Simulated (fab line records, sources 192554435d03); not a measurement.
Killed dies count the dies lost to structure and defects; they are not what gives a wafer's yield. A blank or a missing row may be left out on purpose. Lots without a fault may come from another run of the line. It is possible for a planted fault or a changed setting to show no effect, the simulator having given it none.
Problem report in the 8D (eight disciplines) form, filled by code + flow n5_finfet + the parts of the form that need people (team, actions taken, sign-off) are left out

## 1. THE PROBLEM
Mean of killed_at_M4_up at N5_PASSIVATION_PROBE_49: 116 across 6 wafers in 2 lots; on wafers with no fault it is 13 (standard deviation 4.6). That is +22 standard deviations from the usual mean.
The first sign was on wafer L478.2 at day 15 15:50, on prober-01. At this step, 9 wafers from 3 lots have a number in the record. Rule for "out" (also "out of limits"): further than 4 standard deviations from the usual mean. Any other wafer with a number is counted as sound.

## 2. WHAT THIS IS AND IS NOT
| question                    | is                                                 | is not                                                                                                                                       |
|-----------------------------|----------------------------------------------------|----------------------------------------------------------------------------------------------------------------------------------------------|
| which readings at this step | killed_at_M4_up, defect_limited_yield, killed_dies | killed_at_M0_to_M3, killed_at_contacts, killed_at_front_end, killed_at_other, killed_open, killed_short, sort_bin_6_memory, sort_bin_8_speed |
| which lots                  | L477, L478                                         | L473                                                                                                                                         |
| which wafers of those lots  | all that have a number                             | -                                                                                                                                            |
| read on which tools         | prober-01                                          | -                                                                                                                                            |
| when                        | from day 15 15:50                                  | up to then (3 sound wafers)                                                                                                                  |

## 3. THE SUSPECTS, EACH WITH WHAT RULES IT OUT
Counting: any tool at a process step up to the reading is kept as a suspect provided that every lot that is out went through it and no sound lot did after the first of them.
- rie_diel-02 at N5_BEOL_M4_ETCHBACK_99 (etches SiO2 in CHF3, target depth 5 nm, time 10.4 s): kept. Every lot that is out went through it, starting with L478 (day 11 12:50), and after that it ran no sound lot; the last sound lot it ran before then is L473 (day 10 01:40).
- prober-01 at N5_PASSIVATION_PROBE_49: kept. Every lot that is out went through it, starting with L478 (day 15 15:50), and after that it ran no sound lot; the last sound lot it ran before then is L473 (day 15 01:19). Out on those wafers are its own readings of defect_limited_yield, killed_at_M4_up, killed_dies.
After counting, rie_diel-02 at N5_BEOL_M4_ETCHBACK_99 and prober-01 at N5_PASSIVATION_PROBE_49 remain.

## 4. THE CAUSE (what the simulator had put in)
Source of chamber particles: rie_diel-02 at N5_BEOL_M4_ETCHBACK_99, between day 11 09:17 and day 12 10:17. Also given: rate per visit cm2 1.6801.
Counting leaves 2 suspects; this tool is one of them.

## 5. THE CHAIN OF EFFECTS, in route order
Each row: a reading whose mean over the struck wafers that have a number lies more than 3 standard deviations from the usual. Only readings for which the record gives a usual standard deviation are gone through. hours: the time from each lot's start at the first step in this table that gives one to its start at this step, as a median over the lots. sigmas: the change in usual standard deviations.
| hours | step                    | reading              | usual  | on struck wafers | change | sigmas |
|-------|-------------------------|----------------------|--------|------------------|--------|--------|
| 0     | N5_PASSIVATION_PROBE_49 | defect_limited_yield | 91.7 % | 83.0             | -8.7   | -6.2   |
| 0     | N5_PASSIVATION_PROBE_49 | killed_at_M4_up      | 13     | 116              | +103   | +22    |
| 0     | N5_PASSIVATION_PROBE_49 | killed_dies          | 98     | 201              | +103   | +6.4   |
| 0     | N5_PASSIVATION_PROBE_49 | killed_on_rim        | 13     | 28               | +14    | +3.5   |
| 0     | N5_PASSIVATION_PROBE_49 | sort_bin_5_function  | 4.9 %  | 10.3             | +5.4   | +5.6   |
| 0     | N5_PASSIVATION_PROBE_49 | sort_n_pass          | 1080   | 979              | -101   | -4.4   |
| 0     | N5_PASSIVATION_PROBE_49 | sort_yield_pct       | 91.5 % | 83.0             | -8.5   | -4.5   |
Here are the process steps it includes:
- N5_PASSIVATION_PROBE_49

## 6. HOW IT WOULD HAVE BEEN CAUGHT EARLIER
First out-of-limits reading in this record: day 15 15:50, which is 103 hours after fault onset at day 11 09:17.
Tool readings at N5_BEOL_M4_ETCHBACK_99 with a usual standard deviation given in the record: none out on any struck wafer, hence no alarm at a limit of 4 standard deviations on them.
Lots out: 2; all had begun N5_BEOL_M4_ETCHBACK_99 on rie_diel-02 by day 15 15:50. Had the tool been put on hold then, not one of them would have been saved.
